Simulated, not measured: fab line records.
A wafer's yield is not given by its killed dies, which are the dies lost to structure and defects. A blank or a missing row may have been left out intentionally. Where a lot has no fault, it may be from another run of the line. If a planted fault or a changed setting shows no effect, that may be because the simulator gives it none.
fab line records	flow nand-harc
record: lots: 6	wafers: 18	last-day: 32
route steps=1302 shown P_M1@315 P_M2@318
lots that met no fault: from a run of the same line without faults
start-h: hours from the record's first day to the start of the lot's first wafer shown	wait-h: hours from the lot's prior step to this one	" as in the row above	L1.1+2: a row that stands for several wafers	- no value, or no start given	* or withheld: withheld	< > ~ a bound
route shown NAME@n: NAME is a module with steps in the file, n the number in the route of the first one	usual: mean/standard deviation of fault-free wafers	same: alike in all rows	chamber/n: place in a boat	sites: per-site readings	_std_site: the standard deviation of these	_edge_site: inner sites' mean taken away from outer sites' mean	radius-mm: for every site, how far away it sits from the centre of the wafer	mask NAME#n: copy n	behind: the most recent tool/chamber to have shaped the wafer	hold: why the lot went on hold/how many hours it stayed there/how the hold came to an end	device: which transistor (n, p or np) failed to switch	end of line: tests of these same wafers at the route's end	for a step that has no rows: nothing shown but its recipe	killed: not the wafer's yield, but the dies lost to structure and defects at the first sort	map: a wafer's dies, x killed, . not, _ none there
set.NAME: the setting that was run; set.NAME@STEP: the one run at that earlier step	model.NAME: the simulator's own value behind a step, which no gauge read
a table for each step, a row for each wafer; lots at some steps of the route
services: from which hour (start-h, from the record's first day; less than 0 if before it) a tool's chamber was out of use, for how many hours, and why
== steps ==
step: NHARC_P_M1_INSPECT_27
usual: raw-defect-count: 309/120
lot.wafer	tool	chamber	start-h	wait-h	raw-defect-count
L871.1	defect-inspect-02	-	174.80	0.0	310
L871.2	"	-	"	"	230
L871.4	"	-	"	"	205
L876.1	defect-inspect-01	-	217.61	0.0	142
L876.2	"	-	"	"	171
L876.6	"	-	"	"	168
L878.1	defect-inspect-02	-	242.55	0.0	239
L878.2	"	-	"	"	272
L878.4	"	-	"	"	288
L879.3	defect-inspect-02	-	247.60	0.0	240
L879.4	"	-	"	"	262
L879.5	"	-	"	"	212
L886.1	defect-inspect-02	-	316.12	0.0	419
L886.2	"	-	"	"	281
L886.3	"	-	"	"	394
L887.1	defect-inspect-02	-	326.60	0.0	283
L887.2	"	-	"	"	209
L887.4	"	-	"	"	316
step: NHARC_P_M1_PRE_CLEAN_32
recipe: time-s: 12	temp-c: 370	rf-power-w: 300	gas: NH3
usual: heater-power-w: 599/59	rf-fwd-power-W: 292.6/0.91
lot.wafer	tool	chamber	start-h	wait-h	heater-power-w	rf-fwd-power-W
L871.1	pecvd-02	2	174.86	0.1	550	293.4
L871.2	"	0	"	"	702	293.6
L871.4	"	2	"	"	547	294.2
L876.1	pecvd-03	2	217.68	0.1	600	294.3
L876.2	"	0	"	"	635	291.6
L876.6	"	1	"	"	598	292.5
L878.1	pecvd-01	0	242.62	0.1	711	293.2
L878.2	"	2	"	"	467	292.0
L878.4	"	0	"	"	717	293.0
L879.3	pecvd-01	0	247.68	0.1	732	293.1
L879.5	"	2	"	"	531	292.8
L879.4	"	0	"	"	695	292.5
L886.1	pecvd-02	2	316.18	0.1	634	292.9
L886.2	"	0	"	"	669	292.1
L886.3	"	1	"	"	614	292.5
L887.2	pecvd-03	2	326.68	0.1	543	292.7
L887.1	"	0	"	"	582	292.3
L887.4	"	1	"	"	635	292.8
step: NHARC_P_M1_DEP_33
recipe: target-thk-a: 300	temp-c: 370	target-thk-nm: 30	pressure-torr: 3	flow-sccm: 200	rf-w: 450	material: SiCN
usual: heater-power-w: 546/58	rf-fwd-power-W: 449.2/1.3
lot.wafer	tool	chamber	start-h	wait-h	heater-power-w	rf-fwd-power-W
L871.1	pecvd-02	2	174.94	0.1	569	448.4
L871.2	"	0	"	"	604	448.3
L871.4	"	2	"	"	580	450.3
L876.1	pecvd-03	2	217.76	0.1	535	450.0
L876.2	"	0	"	"	599	447.0
L876.6	"	1	"	"	555	450.0
L878.1	pecvd-01	0	242.70	0.1	596	448.0
L878.2	"	2	"	"	514	448.6
L878.4	"	0	"	"	600	449.9
L879.3	pecvd-01	0	247.79	0.1	626	451.4
L879.5	"	2	"	"	444	448.9
L879.4	"	0	"	"	600	449.0
L886.1	pecvd-02	2	316.26	0.1	566	448.5
L886.2	"	0	"	"	600	447.3
L886.3	"	1	"	"	589	447.8
L887.2	pecvd-03	2	326.79	0.1	544	449.2
L887.1	"	0	"	"	577	449.8
L887.4	"	1	"	"	477	449.4
step: NHARC_P_M2_DEP_00
recipe: target-thk-a: 1825	target-thk-nm: 182.5	temp-c: withheld	pressure-torr: 5	flow-sccm: 200	rf-w: 600	material: SiOC
step: NHARC_P_M2_DEHYDRATE_01
recipe: temp-c: 150	time-s: 120
step: NHARC_P_M2_HMDS_02
recipe: time-s: 30
step: NHARC_P_M2_COAT_34
recipe: temp-c: 200	time-s: 65
step: NHARC_P_M2_COAT_03
recipe: spin-rpm: 1500	resist-thk-nm: 90
step: NHARC_P_M2_SOFTBAKE_04
recipe: temp-c: 105	time-s: 55
step: NHARC_P_M2_EBR_05
step: NHARC_P_M2_EXPOSE_06
recipe: na: 1.35	target-cd-nm: 170	dose-mj: 80.78	mask-id: P_M2
step: NHARC_P_M2_PEB_07
recipe: peb-temp-c: 100	peb-time-s: 65
usual: heater-power-total-W: 156.6/0.42
lot.wafer	tool	chamber	start-h	wait-h	heater-power-total-W
L871.1	litho-track-04	0	176.11	0.1	156.2
L871.2	"	0	"	"	156.7
L871.4	"	0	"	"	156.2
L876.1	litho-track-04	0	218.80	0.1	157.1
L876.2	"	0	"	"	156.7
L876.6	"	0	"	"	156.6
L878.1	litho-track-04	0	243.72	0.1	156.7
L878.2	"	0	"	"	297.8
L878.4	"	0	"	"	157.2
L879.3	litho-track-04	0	248.79	0.0	296.1
L879.4	"	0	"	"	157.1
L879.5	"	0	"	"	156.9
L886.1	litho-track-06	0	317.43	0.1	156.8
L886.2	"	0	"	"	157.1
L886.3	"	0	"	"	156.0
L887.1	litho-track-01	0	327.94	0.1	156.5
L887.2	"	0	"	"	156.7
L887.4	"	0	"	"	156.5
step: NHARC_P_M2_DEVELOP_08
recipe: develop-time-s: 35	dev-temp-c: 23
step: NHARC_P_M2_CD_MEAS_09
recipe: target-cd-nm: 170	landing-energy-ev: 500
usual: cd-nm: 170.1/0.6
lot.wafer	tool	chamber	start-h	wait-h	cd-nm
L871.1	cd-sem-03	0	176.18	-	170.6
L871.2	"	0	"	"	170.3
L871.4	"	0	"	"	170.0
L876.1	cd-sem-01	0	218.88	-	170.2
L876.2	"	0	"	"	170.1
L876.6	"	0	"	"	170.9
L878.1	cd-sem-01	0	243.80	-	169.9
L878.2	"	0	"	"	122.8
L878.4	"	0	"	"	170.2
L879.3	cd-sem-01	0	248.87	-	122.3
L879.4	"	0	"	"	170.4
L879.5	"	0	"	"	170.5
L886.1	cd-sem-03	0	317.50	-	169.7
L886.2	"	0	"	"	170.1
L886.3	"	0	"	"	169.9
L887.1	cd-sem-02	0	328.02	-	169.1
L887.2	"	0	"	"	170.7
L887.4	"	0	"	"	170.2
step: NHARC_P_M2_OVL_MEAS_10
recipe: pitch-nm: 340
usual: overlay-x-nm: 0.1/0.92	overlay-y-nm: 0.0/0.71
lot.wafer	tool	chamber	start-h	wait-h	overlay-x-nm	overlay-y-nm
L871.1	overlay-01	-	176.27	-	2.2	1.0
L871.2	"	-	"	"	1.7	0.3
L871.4	"	-	"	"	2.2	0.9
L876.1	overlay-01	-	218.96	-	1.5	-1.3
L876.2	"	-	"	"	1.2	-0.8
L876.6	"	-	"	"	1.1	-1.3
L878.1	overlay-02	-	243.89	-	-0.2	-0.3
L878.2	"	-	"	"	-0.1	-0.3
L878.4	"	-	"	"	0.5	0.4
L879.3	overlay-02	-	248.96	-	1.1	-0.4
L879.4	"	-	"	"	0.9	-0.5
L879.5	"	-	"	"	0.6	-0.5
L886.1	overlay-02	-	317.59	-	-0.2	0.0
L886.2	"	-	"	"	-0.2	0.1
L886.3	"	-	"	"	0.0	-0.1
L887.1	overlay-02	-	328.11	-	-0.5	0.7
L887.2	"	-	"	"	-0.3	0.9
L887.4	"	-	"	"	-0.6	1.5
step: NHARC_P_M2_INSPECT_11
usual: raw-defect-count: 4.6/2.6
lot.wafer	tool	chamber	start-h	wait-h	raw-defect-count
L871.1	defect-inspect-01	-	176.31	0.0	8
L871.2	"	-	"	"	4
L871.4	"	-	"	"	6
L876.1	defect-inspect-01	-	219.00	0.0	5
L876.2	"	-	"	"	7
L876.6	"	-	"	"	2
L878.1	defect-inspect-02	-	243.92	0.0	4
L878.2	"	-	"	"	10
L878.4	"	-	"	"	8
L879.3	defect-inspect-02	-	248.99	0.0	4
L879.4	"	-	"	"	2
L879.5	"	-	"	"	3
L886.1	defect-inspect-01	-	317.63	0.0	2
L886.2	"	-	"	"	2
L886.3	"	-	"	"	3
L887.1	defect-inspect-02	-	328.14	0.0	2
L887.2	"	-	"	"	6
L887.4	"	-	"	"	1
step: NHARC_P_M2_DESCUM_14
recipe: time-s: 3	o2-flow-sccm: 200	ar-flow-sccm: 0	bias-power-w: 0	chemistry: O2
usual: drypump-motor-current-A: 5.7/0.62	oes-product-au: 0.995/0.01	rf-vpp-V: 57.8/0.85	showerhead-plenum-p-Torr: 1.92/0.073	throttle-valve-pct: 11.311/0.009
lot.wafer	tool	chamber	start-h	wait-h	drypump-motor-current-A	oes-product-au	rf-hours-counter-h	rf-vpp-V	showerhead-plenum-p-Torr	throttle-valve-pct	model.P_M2.cd-nm
L871.4	rie-diel-06	1	176.37	0.1	4.9	0.995	3	58.1	1.93	11.316	170.1
L871.2	"	2	"	"	6.2	0.994	3	56.0	1.82	11.336	170.8
L871.1	"	3	"	"	4.8	0.991	3	57.8	1.98	11.315	169.5
L876.1	rie-diel-06	2	219.06	0.1	6.2	1.000	6	57.3	1.82	11.302	170.6
L876.2	"	3	"	"	4.8	0.988	6	58.5	1.98	11.316	169.2
L876.6	"	2	"	"	6.2	0.992	-	56.4	1.82	11.309	171.6
L878.1	rie-diel-13	0	243.99	0.1	6.4	0.978	3	57.2	1.85	11.308	169.5
L878.4	"	1	"	"	5.7	1.005	3	56.9	1.99	11.302	170.3
L878.2	"	2	"	"	5.1	1.014	4	58.2	1.80	11.298	123
L879.4	rie-diel-06	1	249.05	0.1	4.9	0.994	8	58.0	1.93	11.307	170.9
L879.3	"	3	"	"	4.8	0.996	8	56.8	1.98	11.312	121.9
L879.5	"	1	"	"	4.9	0.986	-	59.8	1.93	11.314	170.9
L886.2	rie-diel-06	0	317.71	0.1	6.3	1.014	0	57.3	2.01	11.310	170.7
L886.1	"	2	"	"	6.2	1.008	0	57.0	1.82	11.313	169.9
L886.3	"	3	"	"	4.8	1.004	0	58.4	1.98	11.308	169.2
L887.1	rie-diel-13	0	328.20	0.1	6.4	0.982	8	56.2	1.85	11.304	168.8
L887.2	"	1	"	"	5.7	1.001	8	58.6	1.99	11.309	170.3
L887.4	"	2	"	"	5.1	1.005	10	57.3	1.80	11.302	170.6
step: NHARC_P_M2_ETCH_35
recipe: target-depth-a: 400	overetch-a: 120	time-s: 43.94	ion-energy-ev: 200	n2-flow-sccm: 150	h2-flow-sccm: 150	ar-flow-sccm: 0	rf-w: 400	bias-w: 150	chemistry: N2/H2
usual: drypump-motor-current-A: 5.7/0.62	oes-product-au: 0.994/0.01	rf-fwd-power-W: 395.5/1.7	rf-vpp-V: 430.8/2.3	showerhead-plenum-p-Torr: 2.05/0.079	throttle-valve-pct: 14.170/0.0083
lot.wafer	tool	chamber	start-h	wait-h	drypump-motor-current-A	oes-product-au	rf-fwd-power-W	rf-hours-counter-h	rf-vpp-V	showerhead-plenum-p-Torr	throttle-valve-pct
L871.4	rie-diel-06	2	176.46	0.1	6.2	0.995	396.9	3	426.5	1.94	14.167
L871.2	"	0	"	"	6.2	0.995	397.4	3	433.7	2.14	14.162
L871.1	"	1	"	"	4.9	1.001	395.1	3	431.4	2.06	14.160
L876.2	rie-diel-06	2	219.15	0.1	6.2	0.996	398.2	6	427.3	1.93	14.176
L876.1	"	1	"	"	4.9	0.976	393.9	6	430.4	2.05	14.166
L876.6	"	2	"	"	6.2	1.004	395.5	-	428.9	1.93	14.173
L878.1	rie-diel-13	2	244.07	0.1	5.1	1.011	396.9	4	426.3	1.92	14.166
L878.2	"	0	"	"	6.4	0.977	397.8	3	428.3	1.97	14.170
L878.4	"	1	"	"	5.8	1.007	395.7	3	433.4	2.13	14.171
L879.4	rie-diel-06	3	249.14	0.1	4.8	0.987	394.7	8	434.6	2.12	14.161
L879.3	"	1	"	"	4.9	0.990	392.3	8	430.9	2.05	14.177
L879.5	"	0	"	"	6.3	0.994	396.0	-	433.8	2.14	14.175
L886.1	rie-diel-06	2	317.80	0.1	6.2	0.999	397.5	0	426.9	1.93	14.167
L886.2	"	3	"	"	4.8	1.000	398.4	0	431.6	2.11	14.167
L886.3	"	0	"	"	6.3	1.005	396.1	0	433.5	2.14	14.175
L887.2	rie-diel-13	3	328.29	0.1	5.3	0.974	396.4	9	431.8	2.11	14.162
L887.1	"	0	"	"	6.4	0.982	396.2	8	428.8	1.97	14.168
L887.4	"	1	"	"	5.7	0.995	394.3	8	434.3	2.13	14.162
step: NHARC_P_M2_ETCH_15
recipe: target-depth-a: 1825	time-s: 91.2	c4f8-flow-sccm: withheld	ar-flow-sccm: 400	rf-w: 600	bias-w: 300	chemistry: C4F8/Ar
usual: oes-product-au: 0.936/0.021	rf-fwd-power-W: 596.4/2	rf-vpp-V: 441.1/2.3
lot.wafer	tool	chamber	start-h	wait-h	oes-product-au	rf-fwd-power-W	rf-hours-counter-h	rf-vpp-V
L871.2	rie-diel-06	1	-	-	0.947	593.6	3	441.9
L871.1	"	2	"	"	0.958	596.4	3	437.9
L871.4	"	3	"	"	0.978	598.9	3	442.6
L876.1	rie-diel-06	0	-	-	0.927	597.2	4	444.0
L876.2	"	1	"	"	0.922	598.2	6	441.4
L876.6	"	3	"	"	0.923	599.4	-	443.7
L878.4	rie-diel-13	2	-	-	0.983	596.9	4	436.4
L878.1	"	3	"	"	0.955	595.1	3	444.2
L878.2	"	0	"	"	0.952	597.1	3	439.7
L879.3	rie-diel-06	1	-	-	0.915	596.1	8	443.2
L879.4	"	2	"	"	0.924	597.3	8	436.2
L879.5	"	1	"	"	0.914	597.0	-	440.6
L886.2	rie-diel-06	3	-	-	0.972	594.9	0	444.1
L886.3	"	0	"	"	0.962	593.8	0	441.7
L886.1	"	2	"	"	0.967	596.9	0	438.0
L887.4	rie-diel-13	2	-	-	0.969	594.5	10	438.1
L887.2	"	0	"	"	0.948	597.9	8	439.6
L887.1	"	1	"	"	0.959	596.1	8	444.2
step: NHARC_P_M2_CD_MEAS_16
usual: cd-nm: 169.9/0.8
lot.wafer	tool	chamber	start-h	wait-h	cd-nm
L871.1	cd-sem-01	-	176.68	-	169.6
L871.2	"	-	"	"	170.8
L871.4	"	-	"	"	169.2
L876.1	cd-sem-02	-	219.37	-	170.1
L876.2	"	-	"	"	168.3
L876.6	"	-	"	"	170.3
L878.1	cd-sem-01	-	244.29	-	169.5
L878.2	"	-	"	"	122.9
L878.4	"	-	"	"	170.4
L879.3	cd-sem-03	-	249.36	-	121.4
L879.4	"	-	"	"	170.1
L879.5	"	-	"	"	170.2
L886.1	cd-sem-02	-	318.02	-	168.9
L886.2	"	-	"	"	170.4
L886.3	"	-	"	"	169.4
L887.1	cd-sem-03	-	328.51	-	168.6
L887.2	"	-	"	"	169.5
L887.4	"	-	"	"	170.1
step: NHARC_P_M2_STRIP_18
recipe: power-w: 1000	n2-flow-sccm: 150	h2-flow-sccm: 150	ar-flow-sccm: 0	bias-w: 0	chemistry: N2/H2
usual: drypump-motor-current-A: 5.7/0.65	oes-product-au: 0.995/0.011	rf-fwd-power-W: 997.5/2.7	rf-vpp-V: 90.6/0.97	showerhead-plenum-p-Torr: 2.04/0.068	throttle-valve-pct: 14.172/0.0082
lot.wafer	tool	chamber	start-h	wait-h	drypump-motor-current-A	oes-product-au	rf-fwd-power-W	rf-hours-counter-h	rf-vpp-V	showerhead-plenum-p-Torr	throttle-valve-pct
L871.1	rie-diel-04	1	176.75	0.1	4.9	0.990	998.1	7	90.3	2.05	14.179
L871.2	"	2	"	"	5.7	1.009	994.9	10	91.8	2.00	14.185
L871.4	"	0	"	"	5.8	0.998	996.8	11	89.8	2.03	14.184
L876.1	rie-diel-04	1	219.47	0.1	4.9	0.978	999.9	2	91.4	2.04	14.172
L876.2	"	3	"	"	6.8	1.011	996.1	1	92.2	2.12	14.174
L876.6	"	0	"	"	5.7	0.977	1001.3	-	90.8	2.03	14.165
L878.1	rie-diel-04	1	244.36	0.1	4.9	0.990	994.7	4	91.4	2.04	14.180
L878.2	"	3	"	"	6.8	1.013	991.4	3	90.0	2.12	14.173
L878.4	"	0	"	"	5.8	0.990	998.7	4	89.8	2.03	14.166
L879.4	rie-diel-13	0	249.45	0.1	6.3	0.976	998.4	3	90.4	1.97	14.180
L879.3	"	2	"	"	5.1	1.007	997.6	4	89.5	1.92	14.170
L879.5	"	3	"	"	5.3	0.987	996.8	-	91.7	2.11	14.166
L886.2	rie-diel-13	1	318.09	0.1	5.7	1.007	999.7	7	91.2	2.13	14.180
L886.3	"	2	"	"	5.1	1.001	997.3	9	91.1	1.92	14.174
L886.1	"	0	"	"	6.4	0.985	996.8	7	90.0	1.97	14.175
L887.1	rie-diel-06	2	328.61	0.1	6.2	1.000	998.3	1	90.1	1.93	14.185
L887.4	"	3	"	"	4.8	0.991	998.5	1	90.2	2.11	14.159
L887.2	"	0	"	"	6.3	1.000	996.5	1	91.2	2.14	14.168
step: NHARC_P_M2_ETCH_28
recipe: target-depth-a: 300	over-etch-frac: 0.3	time-s: 72.99	ion-energy-ev: 150	cf4-flow-sccm: 50	n2-flow-sccm: 100	ar-flow-sccm: 150	rf-w: 300	bias-w: 100	chemistry: CF4/N2
usual: drypump-motor-current-A: 5.7/0.64	oes-product-au: 0.998/0.0097	rf-fwd-power-W: 297.8/1.1	rf-vpp-V: 314.4/1.7	showerhead-plenum-p-Torr: 2.64/0.082	throttle-valve-pct: 19.794/0.009
same: over-etch-frac: 0.3
lot.wafer	tool	chamber	start-h	wait-h	drypump-motor-current-A	oes-product-au	rf-fwd-power-W	rf-hours-counter-h	rf-vpp-V	showerhead-plenum-p-Torr	throttle-valve-pct	model.P_M2.cd-nm
L871.1	rie-diel-04	0	-	-	5.8	0.995	299.8	11	313.0	2.62	19.782	169.6
L871.2	"	1	"	"	4.9	0.988	297.4	7	315.6	2.63	19.804	171.2
L871.4	"	3	"	"	6.8	1.004	297.6	10	315.6	2.72	19.799	169
L876.1	rie-diel-04	2	-	-	5.7	1.001	298.4	2	313.9	2.58	19.802	170.3
L876.2	"	3	"	"	6.8	1.003	295.9	1	315.5	2.72	19.786	168.5
L876.6	"	2	"	"	5.7	0.999	297.3	-	314.5	2.58	19.801	170.7
L878.1	rie-diel-04	0	-	-	5.8	0.983	296.9	4	314.5	2.62	19.812	168.9
L878.4	"	1	"	"	4.9	0.988	297.3	4	313.4	2.63	19.790	170.3
L878.2	"	2	"	"	5.7	0.984	296.2	4	314.5	2.58	19.797	122.7
L879.4	rie-diel-13	3	-	-	5.3	0.997	296.2	3	317.7	2.71	19.794	170.4
L879.3	"	0	"	"	6.4	0.992	297.9	3	312.2	2.54	19.794	121.3
L879.5	"	2	"	"	5.1	1.003	298.1	-	311.3	2.48	19.793	170.6
L886.2	rie-diel-13	2	-	-	5.1	1.000	297.6	9	310.2	2.48	19.799	171
L886.3	"	3	"	"	5.3	0.991	298.7	8	317.3	2.71	19.798	168.5
L886.1	"	1	"	"	5.8	0.989	298.0	7	316.0	2.73	19.786	169.1
L887.2	rie-diel-06	2	-	-	6.2	1.004	298.8	1	311.8	2.50	19.783	169.7
L887.4	"	3	"	"	4.9	0.998	298.2	1	315.5	2.71	19.798	170.6
L887.1	"	1	"	"	4.9	0.995	298.1	1	315.5	2.64	19.788	169.5
step: NHARC_P_M2_STRIP_19
recipe: time-s: 600	temp-c: 30	chemistry: post-etch-residue-remover
== services ==
tool	chamber	start-h	hours	kind
litho-track-01	-	155.00	7.0	pm
rie-diel-06	0	160.50	3.8	repair
rie-diel-06	-	160.84	2.4	repair
rie-diel-13	-	165.00	9.0	pm
pecvd-01	-	170.30	2.1	repair
rie-diel-04	-	177.90	9.0	pm
litho-track-06	-	179.00	7.0	pm
rie-diel-06	0	181.94	4.5	repair
rie-diel-13	1	182.43	5.5	repair
pecvd-03	-	185.12	13.0	pm
rie-diel-06	0	187.70	-	clean
rie-diel-06	1	187.70	-	clean
rie-diel-06	2	187.70	-	clean
rie-diel-06	3	187.70	-	clean
litho-track-04	-	203.00	7.0	pm
rie-diel-06	0	212.20	-	clean
rie-diel-06	1	212.20	-	clean
pecvd-02	-	227.21	13.0	pm
pecvd-01	-	237.66	0.9	repair
rie-diel-13	1	258.98	5.0	repair
pecvd-02	-	288.58	1.5	repair
rie-diel-06	-	307.20	9.0	pm
pecvd-01	-	311.13	13.0	pm
pecvd-01	2	325.41	5.6	repair
== key ==
first-sign: step: NHARC_P_M2_PEB_07	reading: heater-power-total-W	direction: up	sigmas: 99+	usual: *	struck: *
effect: step: NHARC_P_M2_CD_MEAS_09	reading: cd-nm	direction: down	sigmas: 79	usual: 170.1	struck: 122.5
effect: step: NHARC_P_M2_CD_MEAS_16	reading: cd-nm	direction: down	sigmas: 59	usual: 169.9	struck: 122.1
model-effect: step: NHARC_P_M2_DESCUM_14	value: P_M2.cd-nm	without: 170.6	struck: 122.4
model-effect: step: NHARC_P_M2_ETCH_28	value: P_M2.cd-nm	without: 170.1	struck: 122
met-at NHARC_P_M2_PEB_07
struck-wafers L878.2,L879.3
later-rows-left-out L878.2,L879.3
sort-left-out L878.2,L879.3
onset-between 218.80 243.72
fault: kind: process-parameter-drift	tool: litho-track-04	chamber: -	onset-h: 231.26	steps: NHARC_P_M2_PEB_07	channel: peb-time-s	offset: *	shape: step	end-h: 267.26	scope: struck-wafers-only	acts-in: *	stated: *
sort-left-out: the simulated sort isn't trusted on such a fault, so these wafers' sort isn't shown, and their yield isn't known
later-rows-left-out: the simulator's readings of these wafers behind a module that went badly wrong aren't trusted and aren't shown, but for the sort
